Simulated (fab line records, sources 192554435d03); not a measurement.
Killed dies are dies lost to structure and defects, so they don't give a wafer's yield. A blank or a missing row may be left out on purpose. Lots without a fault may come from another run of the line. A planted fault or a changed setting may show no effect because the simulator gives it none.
Chamber matching | flow n5_finfet | N5_PASSIVATION_STRIP_48 on rie_diel-03: 4 sister chambers
The step strips in O2. 14 wafers are shown with their chamber, then 7 later ones without.

WAFERS WITH THEIR CHAMBER
wafer  | chamber | showerhead_plenum_p_Torr (Torr) | drypump_motor_current_A (A) | oes_product_au (a.u.)
L485.2 | 2       | 2.09                            | 6.3                         | 0.70
L485.4 | 0       | 2.15                            | 5.4                         | 0.88
L485.5 | 0       | 2.15                            | 5.3                         | 0.90
L488.1 | 3       | 2.09                            | 5.1                         | 0.69
L488.2 | 1       | 2.12                            | 5.7                         | 0.75
L488.4 | 0       | 2.15                            | 5.2                         | 0.84
L489.1 | 1       | 2.12                            | 5.8                         | 0.71
L489.4 | 0       | 2.14                            | 5.3                         | 0.85
L489.6 | 1       | 2.12                            | 5.8                         | 0.76
L490.2 | 0       | 2.14                            | 5.3                         | 0.87
L490.3 | 2       | 2.09                            | 6.3                         | 0.66
L490.4 | 1       | 2.12                            | 5.7                         | 0.72
L492.3 | 2       | 2.09                            | 6.2                         | 0.67
L492.4 | 3       | 2.09                            | 5.1                         | 0.70

SIGNATURES (means of the wafers above)
reading                  | chamber 0 | chamber 1 | chamber 2 | chamber 3 | scatter within a chamber
showerhead_plenum_p_Torr | 2.1460    | 2.1200    | 2.0900    | 2.0900    | 0.00346
drypump_motor_current_A  | 5.300     | 5.750     | 6.267     | 5.100     | 0.0606
oes_product_au           | 0.8680    | 0.7350    | 0.6767    | 0.6950    | 0.0221
Rule: a wafer's distance from a chamber is the root of the sum, over the readings, of the square of ((its reading less the chamber's mean) divided by the reading's scatter). The wafer belongs to the nearest chamber; if the next one is less than 2 further off, it can't be placed. The scatter: the root of (the sum of the squares of (reading less its chamber's mean) over the shown wafers, divided by (wafers less chambers)).

WAFERS WITHOUT THEIR CHAMBER
wafer  | showerhead_plenum_p_Torr (Torr) | drypump_motor_current_A (A) | oes_product_au (a.u.)
L492.6 | 2.09                            | 5.2                         | 0.72
L491.3 | 2.09                            | 5.1                         | 0.73
L491.4 | 2.12                            | 5.8                         | 0.73
L491.6 | 2.14                            | 5.3                         | 0.89
L500.1 | 2.09                            | 6.3                         | 0.94
L500.5 | 2.08                            | 5.1                         | 0.68
L500.6 | 2.13                            | 5.3                         | 0.80

WHICH CHAMBER EACH WENT THROUGH
wafer  | from the rows above | in truth
L492.6 | 3                   | 3
L491.3 | 3                   | 3
L491.4 | 1                   | 1
L491.6 | 0                   | 0
L500.1 | 2                   | 2
L500.5 | 3                   | 3
L500.6 | 0                   | 0
Placed correctly: 7 of 7. Can't be placed from these rows: 0. Placed wrongly: 0.
